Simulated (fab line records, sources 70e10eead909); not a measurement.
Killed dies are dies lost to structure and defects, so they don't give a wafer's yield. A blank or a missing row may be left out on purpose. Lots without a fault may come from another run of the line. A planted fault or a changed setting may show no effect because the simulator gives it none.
Which tool did it? | flow nand_harc | 24 lots, 72 wafers sampled, at 6 steps of a route of 1159

WHAT THE GAUGES READ, wafer by wafer
NHARC_A_CONTACT_OVL_MEAS_70. Usual: overlay_x_nm 0.1 nm, standard deviation 0.76; overlay_y_nm -0.2 nm, standard deviation 0.77.
lot  | measured     | on         | overlay_x_nm (nm) | overlay_y_nm (nm) | flag
L075 | day 16 16:28 | overlay-02 | -0.9 -0.8 -0.7    | 0.2 0.0 -0.3      |
L074 | day 16 16:17 | overlay-01 | 0.4 0.1 0.5       | -0.1 0.0 -0.3     |
L077 | day 16 23:40 | overlay-02 | 0.8 1.0 0.9       | -1.1 -0.9 -0.4    |
L076 | day 16 23:10 | overlay-02 | 0.7 0.6 0.6       | -0.1 0.1 0.3      |
L078 | day 17 02:55 | overlay-01 | -1.1 -0.4 -0.6    | 1.7 1.0 2.3       |
L080 | day 17 23:07 | overlay-02 | 0.8 1.4 1.0       | -1.0 -0.6 -0.3    |
L079 | day 18 01:34 | overlay-01 | 0.0 0.4 0.6       | 0.2 -0.1 0.3      |
L081 | day 18 11:02 | overlay-01 | 0.1 0.1 -0.3      | 0.7 0.3 0.4       |
L082 | day 18 12:29 | overlay-01 | -0.5 -1.0 -0.1    | -0.1 -0.6 -0.8    |
L085 | day 19 02:56 | overlay-02 | -1.1 -0.4 -0.7    | -0.7 -1.0 -0.7    |
L084 | day 19 04:28 | overlay-02 | 0.4 -0.2 0.4      | 0.1 -0.5 0.0      |
L083 | day 19 11:39 | overlay-01 | -0.4 0.0 0.3      | 0.7 0.6 1.0       |
L087 | day 19 18:35 | overlay-01 | 0.7 1.0 1.5       | -0.1 -0.4 0.1     |
L088 | day 19 20:56 | overlay-01 | 1.0 0.7 0.8       | 0.6 0.5 -0.1      |
L086 | day 19 22:51 | overlay-02 | -2.0 -2.1 -1.6    | -0.2 0.0 -0.3     |
L089 | day 20 08:23 | overlay-01 | -0.2 0.3 0.2      | -0.2 -0.1 0.2     |
L090 | day 20 13:07 | overlay-01 | 0.0 -0.7 0.1      | -0.8 -0.8 -0.8    |
L092 | day 21 03:32 | overlay-01 | 0.5 0.6 0.2       | 0.4 0.8 0.7       |
L091 | day 21 03:22 | overlay-02 | 0.3 0.7 0.2       | -1.8 -1.3 -1.0    |
L093 | day 21 09:28 | overlay-02 | 0.7 1.3 1.0       | -0.5 -0.7 -0.7    |
L094 | day 21 21:04 | overlay-02 | 0.9 1.1 0.9       | 0.2 0.8 0.8       |
L096 | day 22 01:44 | overlay-02 | 0.2 0.3 -0.2      | -2.0 -1.9 -2.1    |
L095 | day 22 06:44 | overlay-01 | -0.1 0.6 0.9      | -0.9 -1.4 -0.6    |
L097 | day 23 05:38 | overlay-01 | -0.5 -1.2 -0.8    | -0.3 -0.8 -0.3    |

WHICH TOOL RAN EACH LOT (tool, then ch and the chambers of the sampled wafers, then the start)
lot  | NHARC_A_CONTACT_ETCH_51                       | NHARC_A_CONTACT_ETCH_116             | NHARC_A_CONTACT_ETCH_118             | NHARC_A_CONTACT_ETCH_90            | NHARC_A_CONTACT_ETCH_96
L075 | rie_diel-07 ch 0,1,3, day 16 11:04 or earlier | har_cap_etch-02 ch 0,1, day 16 11:04 | har_cap_etch-02 ch 0,1, day 16 11:14 | rie_diel-02 ch 0,2, day 16 12:20   | rie_diel-02 ch 1,2,3, day 16 16:28 or earlier
L074 | rie_diel-09 ch 0,1, day 16 11:07 or earlier   | har_cap_etch-01 ch 0,1, day 16 11:07 | har_cap_etch-01 ch 0,1, day 16 11:18 | rie_diel-07 ch 0,3, day 16 12:22   | rie_diel-07 ch 1,3, day 16 16:17 or earlier
L077 | rie_diel-09 ch 0,1,3, day 16 15:37 or earlier | har_cap_etch-01 ch 0,1, day 16 15:37 | har_cap_etch-01 ch 0,1, day 16 15:48 | rie_diel-09 ch 1,2, day 16 16:52   | rie_diel-09 ch 0,2, day 16 23:40 or earlier
L076 | rie_diel-02 ch 1,3, day 16 15:51 or earlier   | har_cap_etch-03 ch 0,1, day 16 15:51 | har_cap_etch-03 ch 0,1, day 16 16:02 | rie_diel-07 ch 1,3, day 16 17:05   | rie_diel-07 ch 0,1,2, day 16 23:10 or earlier
L078 | rie_diel-02 ch 0,1,3, day 16 20:10 or earlier | har_cap_etch-02 ch 0,1, day 16 20:10 | har_cap_etch-02 ch 0,1, day 16 20:21 | rie_diel-02 ch 0,2,3, day 16 21:23 | rie_diel-02 ch 0,1,2, day 17 02:55 or earlier
L080 | rie_diel-07 ch 2,3, day 17 18:10 or earlier   | har_cap_etch-03 ch 0,1, day 17 18:10 | har_cap_etch-03 ch 0,1, day 17 18:20 | rie_diel-07 ch 1,2,3, day 17 19:26 | rie_diel-07 ch 0,1,2, day 17 23:07 or earlier
L079 | rie_diel-09 ch 2,3, day 17 20:31 or earlier   | har_cap_etch-02 ch 0,1, day 17 20:31 | har_cap_etch-02 ch 0,1, day 17 20:43 | rie_diel-09 ch 0,1, day 17 21:46   | rie_diel-09 ch 1,3, day 18 01:34 or earlier
L081 | rie_diel-09 ch 1,3, day 18 06:07 or earlier   | har_cap_etch-02 ch 0,1, day 18 06:07 | har_cap_etch-02 ch 0,1, day 18 06:18 | rie_diel-09 ch 0,1, day 18 07:20   | rie_diel-09 ch 1,3, day 18 11:02 or earlier
L082 | rie_diel-02 ch 1,2,3, day 18 07:13 or earlier | har_cap_etch-01 ch 0,1, day 18 07:13 | har_cap_etch-01 ch 0,1, day 18 07:23 | rie_diel-07 ch 0,1, day 18 08:28   | rie_diel-07 ch 0,1,2, day 18 12:29 or earlier
L085 | rie_diel-02 ch 1,2, day 18 21:42 or earlier   | har_cap_etch-01 ch 0, day 18 21:42   | har_cap_etch-01 ch 0, day 18 21:53   | rie_diel-09 ch 0,1, day 18 22:55   | rie_diel-09 ch 0,2,3, day 19 02:56 or earlier
L084 | rie_diel-09 ch 0,1, day 18 23:07 or earlier   | har_cap_etch-02 ch 0,1, day 18 23:07 | har_cap_etch-02 ch 0,1, day 18 23:22 | rie_diel-02 ch 1,3, day 19 00:41   | rie_diel-02 ch 1,2,3, day 19 04:28 or earlier
L083 | rie_diel-02 ch 0,1,2, day 19 05:51 or earlier | har_cap_etch-01 ch 0,1, day 19 05:51 | har_cap_etch-01 ch 0,1, day 19 06:02 | rie_diel-07 ch 1,2,3, day 19 07:05 | rie_diel-07 ch 0,1,2, day 19 11:39 or earlier
L087 | rie_diel-09 ch 1,2,3, day 19 12:27 or earlier | har_cap_etch-01 ch 0,1, day 19 12:27 | har_cap_etch-01 ch 0,1, day 19 12:38 | rie_diel-09 ch 0,2, day 19 13:39   | rie_diel-09 ch 0,1,3, day 19 18:35 or earlier
L088 | rie_diel-07 ch 0,2,3, day 19 15:55 or earlier | har_cap_etch-01 ch 0,1, day 19 15:55 | har_cap_etch-01 ch 0,1, day 19 16:06 | rie_diel-09 ch 0,2,3, day 19 17:10 | rie_diel-09 ch 0,1,2, day 19 20:56 or earlier
L086 | rie_diel-09 ch 0,1, day 19 17:19 or earlier   | har_cap_etch-03 ch 0,1, day 19 17:19 | har_cap_etch-03 ch 0,1, day 19 17:31 | rie_diel-09 ch 0,1,2, day 19 18:34 | rie_diel-09 ch 0,2,3, day 19 22:51 or earlier
L089 | rie_diel-02 ch 0,1, day 20 03:04 or earlier   | har_cap_etch-02 ch 0,1, day 20 03:04 | har_cap_etch-02 ch 0,1, day 20 03:19 | rie_diel-07 ch 0,1, day 20 04:35   | rie_diel-07 ch 1,2,3, day 20 08:23 or earlier
L090 | rie_diel-09 ch 1,3, day 20 07:28 or earlier   | har_cap_etch-02 ch 0,1, day 20 07:28 | har_cap_etch-02 ch 0,1, day 20 07:43 | rie_diel-09 ch 0,1,3, day 20 09:02 | rie_diel-09 ch 0,2,3, day 20 13:07 or earlier
L092 | rie_diel-02 ch 2,3, day 20 19:58 or earlier   | har_cap_etch-01 ch 0,1, day 20 19:58 | har_cap_etch-01 ch 0,1, day 20 20:08 | rie_diel-07 ch 0,3, day 20 21:11   | rie_diel-07 ch 0,3, day 20 21:21
L091 | rie_diel-09 ch 0,1,2, day 20 20:34 or earlier | har_cap_etch-03 ch 0,1, day 20 20:34 | har_cap_etch-03 ch 0,1, day 20 20:45 | rie_diel-02 ch 1,2,3, day 20 21:47 | rie_diel-02 ch 1,2,3, day 21 03:22 or earlier
L093 | rie_diel-07 ch 0,1,3, day 21 02:30 or earlier | har_cap_etch-01 ch 0,1, day 21 02:30 | har_cap_etch-01 ch 0,1, day 21 02:45 | rie_diel-07 ch 1,3, day 21 04:04   | rie_diel-07 ch 1,3, day 21 04:12
L094 | rie_diel-02 ch 0,1,2, day 21 13:36 or earlier | har_cap_etch-01 ch 0,1, day 21 13:36 | har_cap_etch-01 ch 0,1, day 21 13:47 | rie_diel-02 ch 0,3, day 21 14:50   | rie_diel-02 ch 0,1,3, day 21 21:04 or earlier
L096 | rie_diel-09 ch 1,2, day 21 19:16 or earlier   | har_cap_etch-02 ch 0,1, day 21 19:16 | har_cap_etch-02 ch 0,1, day 21 19:27 | rie_diel-07 ch 1,3, day 21 20:34   | rie_diel-07 ch 1,2,3, day 21 20:41
L095 | rie_diel-09 ch 0,1,2, day 22 01:37 or earlier | har_cap_etch-03 ch 0,1, day 22 01:37 | har_cap_etch-03 ch 0,1, day 22 01:48 | rie_diel-09 ch 0,1,3, day 22 02:52 | rie_diel-09 ch 0,2,3, day 22 06:44 or earlier
L097 | rie_diel-02 ch 0,1, day 22 22:42 or earlier   | har_cap_etch-01 ch 0,1, day 22 22:42 | har_cap_etch-01 ch 0,1, day 22 22:53 | rie_diel-02 ch 0,1,3, day 22 23:58 | rie_diel-02 ch 0,3, day 23 05:38 or earlier
- NHARC_A_CONTACT_ETCH_51: etches the open film in O2/COS, target depth 3600 nm, time 936 s.
- NHARC_A_CONTACT_ETCH_116: etches the open film in C4F8/O2/Ar, time 94 s, target depth 922 nm.
- NHARC_A_CONTACT_ETCH_118: etches the open film in C4F8/O2/Ar, time 94 s, target depth 922 nm.
- NHARC_A_CONTACT_ETCH_90: etches the open film in CH3F/O2, target depth 40 nm, time 85.7 s.
- NHARC_A_CONTACT_ETCH_96: etches the open film in C4F6/O2, target depth 20 nm, time 10 s.

WHAT THE TOOLS THEMSELVES READ (means of the sampled wafers that have a number; where no wafer has one, the mark that the record gives instead)
NHARC_A_CONTACT_ETCH_51. Usual: drypump_motor_current_A 5.9 A, standard deviation 0.47; o2_flow_sccm 400.1 sccm, standard deviation 1.1; oes_product_au 1.000 a.u., standard deviation 0.01; rf_vpp_V 315.7 V, standard deviation 1.6; showerhead_plenum_p_Torr 3.23 Torr, standard deviation 0.097; throttle_valve_pct 28.331 %, standard deviation 0.008.
lot  | tool        | drypump_motor_current_A (A) | o2_flow_sccm (sccm) | oes_product_au (a.u.) | rf_vpp_V (V) | showerhead_plenum_p_Torr (Torr) | throttle_valve_pct (%) | flag
L075 | rie_diel-07 | 5.7                         | 401.2               | 1.002                 | 315.2        | 3.19                            | 28.328                 |
L074 | rie_diel-09 | 6.0                         | 400.7               | 1.011                 | 315.4        | 3.20                            | 28.334                 |
L077 | rie_diel-09 | 5.6                         | 399.2               | 1.010                 | 315.0        | 3.19                            | 28.329                 |
L076 | rie_diel-02 | 6.1                         | 401.0               | 1.003                 | 316.7        | 3.32                            | 28.328                 |
L078 | rie_diel-02 | 6.1                         | 399.0               | 0.981                 | 316.5        | 3.32                            | 28.331                 |
L080 | rie_diel-07 | 5.8                         | 399.9               | 0.995                 | 316.0        | 3.29                            | 28.330                 |
L079 | rie_diel-09 | 5.6                         | 399.8               | 0.988                 | 316.9        | 3.29                            | 28.333                 |
L081 | rie_diel-09 | 5.5                         | 399.9               | 1.002                 | 315.4        | 3.24                            | 28.327                 |
L082 | rie_diel-02 | 6.3                         | 399.4               | 0.997                 | 316.8        | 3.25                            | 28.332                 |
L085 | rie_diel-02 | 6.4                         | 399.9               | 0.999                 | 314.1        | 3.18                            | 28.328                 |
L084 | rie_diel-09 | 5.7                         | 399.6               | 1.014                 | 314.6        | 3.12                            | 28.322                 |
L083 | rie_diel-02 | 6.2                         | 400.2               | 0.997                 | 316.5        | 3.25                            | 28.335                 |
L087 | rie_diel-09 | 5.8                         | 399.3               | 1.007                 | 317.3        | 3.27                            | 28.335                 |
L088 | rie_diel-07 | 6.0                         | 401.0               | 0.998                 | 316.2        | 3.25                            | 28.333                 |
L086 | rie_diel-09 | 6.0                         | 400.7               | 0.999                 | 315.8        | 3.19                            | 28.337                 |
L089 | rie_diel-02 | 6.0                         | 399.4               | 0.991                 | 317.5        | 3.31                            | 28.338                 |
L090 | rie_diel-09 | 5.5                         | 400.2               | 0.996                 | 315.8        | 3.24                            | 28.345                 |
L092 | rie_diel-02 | 6.2                         | 400.0               | 1.002                 | 314.9        | 3.21                            | 28.333                 |
L091 | rie_diel-09 | 5.9                         | 400.0               | 0.996                 | 315.1        | 3.21                            | 28.326                 |
L093 | rie_diel-07 | 5.7                         | 399.6               | 1.006                 | 314.5        | 3.17                            | 28.325                 |
L094 | rie_diel-02 | 6.2                         | 400.8               | 0.995                 | 316.3        | 3.24                            | 28.323                 |
L096 | rie_diel-09 | 6.0                         | 401.5               | 0.986                 | 316.1        | 3.30                            | 28.329                 |
L095 | rie_diel-09 | 5.9                         | 400.4               | 0.998                 | 315.5        | 3.21                            | 28.333                 |
L097 | rie_diel-02 | 6.0                         | 399.9               | 0.989                 | 317.3        | 3.30                            | 28.331                 |

NHARC_A_CONTACT_ETCH_90. Usual: drypump_motor_current_A 5.9 A, standard deviation 0.41; o2_flow_sccm 29.98 sccm, standard deviation 0.085; oes_product_au 0.95 a.u., standard deviation 0.036; rf_vpp_V 245.5 V, standard deviation 1.2; showerhead_plenum_p_Torr 2.55 Torr, standard deviation 0.076; throttle_valve_pct 20.663 %, standard deviation 0.0095.
lot  | tool        | drypump_motor_current_A (A) | o2_flow_sccm (sccm) | oes_product_au (a.u.) | rf_vpp_V (V) | showerhead_plenum_p_Torr (Torr) | throttle_valve_pct (%) | flag
L075 | rie_diel-02 | 5.9                         | 30.02               | 0.98                  | 246.2        | 2.61                            | 20.663                 |
L074 | rie_diel-07 | 6.0                         | 30.08               | 0.93                  | 245.2        | 2.56                            | 20.662                 |
L077 | rie_diel-09 | 6.0                         | 29.95               | 0.92                  | 246.3        | 2.61                            | 20.666                 |
L076 | rie_diel-07 | 5.5                         | 29.99               | 0.92                  | 245.7        | 2.51                            | 20.660                 |
L078 | rie_diel-02 | 5.9                         | 29.99               | 0.92                  | 246.2        | 2.60                            | 20.657                 |
L080 | rie_diel-07 | 5.6                         | 29.90               | 0.93                  | 245.3        | 2.53                            | 20.665                 |
L079 | rie_diel-09 | 6.0                         | 29.98               | 0.95                  | 244.6        | 2.52                            | 20.669                 |
L081 | rie_diel-09 | 6.0                         | 30.01               | 0.93                  | 244.7        | 2.52                            | 20.659                 |
L082 | rie_diel-07 | 5.7                         | 29.97               | 1.00                  | 245.5        | 2.46                            | 20.656                 |
L085 | rie_diel-09 | 6.0                         | 30.05               | 0.93                  | 245.3        | 2.52                            | 20.669                 |
L084 | rie_diel-02 | 6.1                         | 30.04               | 1.00                  | 246.0        | 2.61                            | 20.671                 |
L083 | rie_diel-07 | 5.6                         | 29.93               | 0.98                  | 245.6        | 2.52                            | 20.654                 |
L087 | rie_diel-09 | 5.8                         | 30.00               | 0.93                  | 245.1        | 2.54                            | 20.671                 |
L088 | rie_diel-09 | 5.5                         | 29.92               | 1.00                  | 245.0        | 2.51                            | 20.675                 |
L086 | rie_diel-09 | 5.8                         | 30.02               | 0.93                  | 245.0        | 2.53                            | 20.670                 |
L089 | rie_diel-07 | 5.7                         | 29.96               | 1.01                  | 244.7        | 2.45                            | 20.660                 |
L090 | rie_diel-09 | 5.6                         | 29.95               | 0.92                  | 244.8        | 2.50                            | 20.662                 |
L092 | rie_diel-07 | 6.0                         | 29.99               | 1.00                  | 245.8        | 2.54                            | 20.665                 |
L091 | rie_diel-02 | 6.3                         | 29.98               | 0.93                  | 245.8        | 2.55                            | 20.668                 |
L093 | rie_diel-07 | 5.5                         | 30.09               | 0.94                  | 245.1        | 2.50                            | 20.656                 |
L094 | rie_diel-02 | 5.8                         | 29.95               | 0.92                  | 246.4        | 2.63                            | 20.662                 |
L096 | rie_diel-07 | 5.5                         | 30.02               | 1.01                  | 244.3        | 2.50                            | 20.662                 |
L095 | rie_diel-09 | 5.6                         | 30.06               | 0.93                  | 244.4        | 2.50                            | 20.662                 |
L097 | rie_diel-02 | 6.1                         | 29.97               | 0.92                  | 246.3        | 2.60                            | 20.665                 |

NHARC_A_CONTACT_ETCH_96. Usual: drypump_motor_current_A 5.8 A, standard deviation 0.4; o2_flow_sccm 20.00 sccm, standard deviation 0.063; oes_product_au 0.970 a.u., standard deviation 0.025; rf_vpp_V 549.7 V, standard deviation 2.6; showerhead_plenum_p_Torr 4.06 Torr, standard deviation 0.12; throttle_valve_pct 26.901 %, standard deviation 0.008.
lot  | tool        | drypump_motor_current_A (A) | o2_flow_sccm (sccm) | oes_product_au (a.u.) | rf_vpp_V (V) | showerhead_plenum_p_Torr (Torr) | throttle_valve_pct (%) | flag
L075 | rie_diel-02 | 6.3                         | 20.02               | 0.999                 | 549.6        | 4.09                            | 26.903                 |
L074 | rie_diel-07 | 5.5                         | 19.97               | 0.964                 | 547.7        | 4.00                            | 26.903                 |
L077 | rie_diel-09 | 5.8                         | 20.02               | 0.955                 | 549.6        | 4.05                            | 26.904                 |
L076 | rie_diel-07 | 5.9                         | 19.99               | 0.961                 | 548.6        | 4.03                            | 26.900                 |
L078 | rie_diel-02 | 6.2                         | 19.94               | 0.949                 | 550.3        | 4.09                            | 26.903                 |
L080 | rie_diel-07 | 5.9                         | 19.96               | 0.962                 | 549.9        | 4.02                            | 26.900                 |
L079 | rie_diel-09 | 5.9                         | 20.00               | 0.989                 | 550.8        | 4.09                            | 26.898                 |
L081 | rie_diel-09 | 5.9                         | 20.03               | 0.949                 | 549.7        | 4.09                            | 26.899                 |
L082 | rie_diel-07 | 5.9                         | 20.03               | 1.004                 | 548.7        | 4.02                            | 26.906                 |
L085 | rie_diel-09 | 5.5                         | 20.03               | 0.943                 | 548.6        | 4.01                            | 26.902                 |
L084 | rie_diel-02 | 6.3                         | 19.98               | 0.996                 | 550.4        | 4.07                            | 26.902                 |
L083 | rie_diel-07 | 6.0                         | 20.00               | 0.987                 | 548.9        | 4.02                            | 26.904                 |
L087 | rie_diel-09 | 5.6                         | 19.99               | 0.948                 | 548.0        | 4.00                            | 26.911                 |
L088 | rie_diel-09 | 5.8                         | 19.95               | 1.007                 | 548.7        | 4.03                            | 26.900                 |
L086 | rie_diel-09 | 5.5                         | 19.94               | 0.953                 | 548.2        | 4.01                            | 26.910                 |
L089 | rie_diel-07 | 5.7                         | 20.00               | 1.005                 | 548.7        | 4.01                            | 26.890                 |
L090 | rie_diel-09 | 5.5                         | 20.00               | 0.947                 | 547.7        | 4.01                            | 26.900                 |
L092 | rie_diel-07 | 5.8                         | 20.00               | 1.005                 | 550.1        | 4.05                            | 26.902                 |
L091 | rie_diel-02 | 6.3                         | 19.94               | 0.940                 | 550.2        | 4.06                            | 26.898                 |
L093 | rie_diel-07 | 5.5                         | 19.99               | 0.958                 | 548.1        | 3.98                            | 26.904                 |
L094 | rie_diel-02 | 6.1                         | 19.94               | 0.966                 | 551.1        | 4.14                            | 26.906                 |
L096 | rie_diel-07 | 5.6                         | 19.99               | 1.009                 | 548.3        | 4.01                            | 26.907                 |
L095 | rie_diel-09 | 5.5                         | 19.97               | 0.945                 | 548.0        | 4.00                            | 26.904                 |
L097 | rie_diel-02 | 5.8                         | 20.00               | 0.970                 | 552.1        | 4.18                            | 26.900                 |

THE ANSWER, worked out from the rows above alone
Rule: a lot is off if the mean of its wafers that have a number lies more than 3 standard deviations from the usual mean. A lot without any number at a reading at which 4 lots or more have one is off too. The other lots that the step has rows for count as sound. The gauges are gone through in route order, then the tools' own readings, and for those a lot's mean is taken as printed above. The first step at which some lot is off is used, and at that step the reading that is off furthest; a lot without a number counts as furthest.
No lot is off at any reading shown: from this, nothing can be told.

WHAT THE SIMULATOR HAD PUT IN
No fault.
